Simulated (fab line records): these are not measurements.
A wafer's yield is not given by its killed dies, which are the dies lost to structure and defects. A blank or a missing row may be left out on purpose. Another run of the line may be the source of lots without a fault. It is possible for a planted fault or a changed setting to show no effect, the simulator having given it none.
Split-lot study + flow n5 finfet + on a route of 1938 steps: 7 lots, 21 wafers read

## THE SPLIT ITSELF
At N5_BEOL_M6_ETCH_66 (etches SOC in N2/H2, target depth 80 nm, overetch 16 nm, time 120 s), the setting bias w was moved away from the recipe's 150 W on 9 of the 21 wafers read, by -8.2% to +16.7%. For the rest of the wafers, this setting stayed at what the recipe calls for.

Reading taken at the split's own step.

## THE READING
rf vpp V, in V, at N5_BEOL_M6_ETCH_66 (etches SOC in N2/H2, target depth 80 nm, overetch 16 nm, time 120 s). A value of 524 V with a standard deviation of 3.5 V is what fault-free wafers of this fab line usually give.

| wafer  | tool, chamber at the split | bias w as run, W | against the recipe | rf vpp V, V | against lot-mates on the recipe |
|--------|----------------------------|------------------|--------------------|-------------|---------------------------------|
| L074.4 | rie diel-05, 1             | 150              | recipe             | 520         | -                               |
| L074.5 | rie diel-05, 2             | 137.7            | -8.2%              | 500         | -20                             |
| L074.6 | rie diel-05, 0             | 150              | recipe             | 521         | -                               |
| L075.2 | rie diel-05, 1             | 164.3            | +9.5%              | 552         | +23                             |
| L075.3 | rie diel-05, 3             | 164.3            | +9.5%              | 560         | +31                             |
| L075.6 | rie diel-05, 2             | 150              | recipe             | 529         | -                               |
| L076.3 | rie diel-06, 2             | 141.6            | -5.6%              | 503         | -20                             |
| L076.5 | rie diel-06, 3             | 150              | recipe             | 523         | -                               |
| L076.6 | rie diel-06, 0             | 141.6            | -5.6%              | 503         | -20                             |
| L080.1 | rie diel-05, 3             | 175.1            | +16.7%             | 583         | +55                             |
| L080.5 | rie diel-05, 1             | 175.1            | +16.7%             | 572         | +44                             |
| L080.6 | rie diel-05, 2             | 150              | recipe             | 528         | -                               |
| L085.3 | rie diel-03, 1             | 150              | recipe             | 525         | -                               |
| L085.4 | rie diel-03, 1             | 150              | recipe             | 526         | -                               |
| L085.5 | rie diel-03, 2             | 150              | recipe             | 518         | -                               |
| L086.1 | rie diel-06, 1             | 150              | recipe             | 528         | -                               |
| L086.2 | rie diel-06, 2             | 150              | recipe             | 524         | -                               |
| L086.5 | rie diel-06, 2             | 150              | recipe             | 522         | -                               |
| L097.3 | rie diel-05, 0             | 150              | recipe             | 526         | -                               |
| L097.5 | rie diel-05, 3             | 143              | -4.7%              | 510         | -16                             |
| L097.6 | rie diel-05, 0             | 143              | -4.7%              | 514         | -12                             |

FIT RESULTS
A straight line over all 21 wafers: rf vpp V changes by +3.21 V for each +1% of bias w; r = +0.99; the points scatter about the line by 3.8 V.
The same after taking each lot's own level away (the mean of its wafers on the recipe; 21 wafers): +2.95 V for each +1%; r = +0.99; scatter 3.2 V.
Per that fit: largest bias w move, reading shift of 49 V.
Across the lots, their own levels run from 520.5 to 529.0 V, a range of 2.4 times the standard deviation given above.
The two slopes are in agreement: the lot-to-lot level therefore moves the slope only a little.
Check: for one of the wafers moved furthest among these (+16.7%), held out of the fit, the line's prediction against its lot-mates is +46.3 V. It came out at +55 V against them.
Tool readings at the split's step, against how far the setting was moved: rf vpp V r = +0.99.

## THE OTHER SPLITS THESE WAFERS WENT THROUGH
Other splits were also applied to these wafers ahead of the reading. Each is held against what the fit with the lots' levels taken away leaves over:
| other split on the same wafers | wafers away from the commonest value | r with rf vpp V (lot level and that fit taken away) |
|--------------------------------|--------------------------------------|-----------------------------------------------------|
| N5_BEOL_M1_COAT_62 spin rpm    | 5                                    | +0.33                                               |
| N5_BEOL_M2_SPUTTER_86 time s   | 5                                    | +0.30                                               |
| N5_BEOL_M3_SPUTTER_48 time s   | 5                                    | -0.09                                               |
| N5_BEOL_M5_COAT_66 spin rpm    | 8                                    | -0.07                                               |
| N5_BEOL_M5_COAT_22 spin rpm    | 4                                    | +0.18                                               |
| N5_BEOL_M6_ETCH_62 time s      | 7                                    | -0.28                                               |

## THE WHOLE CHAIN: every reading that the file lists as answering this split, in the file's order
| step               | what it does                                                        | reading                                                                          | change (the file's fit)                | r (the file's) |
|--------------------|---------------------------------------------------------------------|----------------------------------------------------------------------------------|----------------------------------------|----------------|
| N5_BEOL_M6_ETCH_66 | etches SOC in N2/H2, target depth 80 nm, overetch 16 nm, time 120 s | rf vpp V                                                                         | +2.91 V for each +1% of the setting    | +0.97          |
| N5_BEOL_M6_ETCH_66 | etches SOC in N2/H2, target depth 80 nm, overetch 16 nm, time 120 s | SiARC_of_BEOL_M6_COAT_64.thk nm (the simulator's own value, which no gauge read) | -0.0679 nm for each +1% of the setting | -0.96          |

## FILE'S OWN FIT
rf vpp V changes by +2.91 V for each +1% of bias w, r = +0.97.
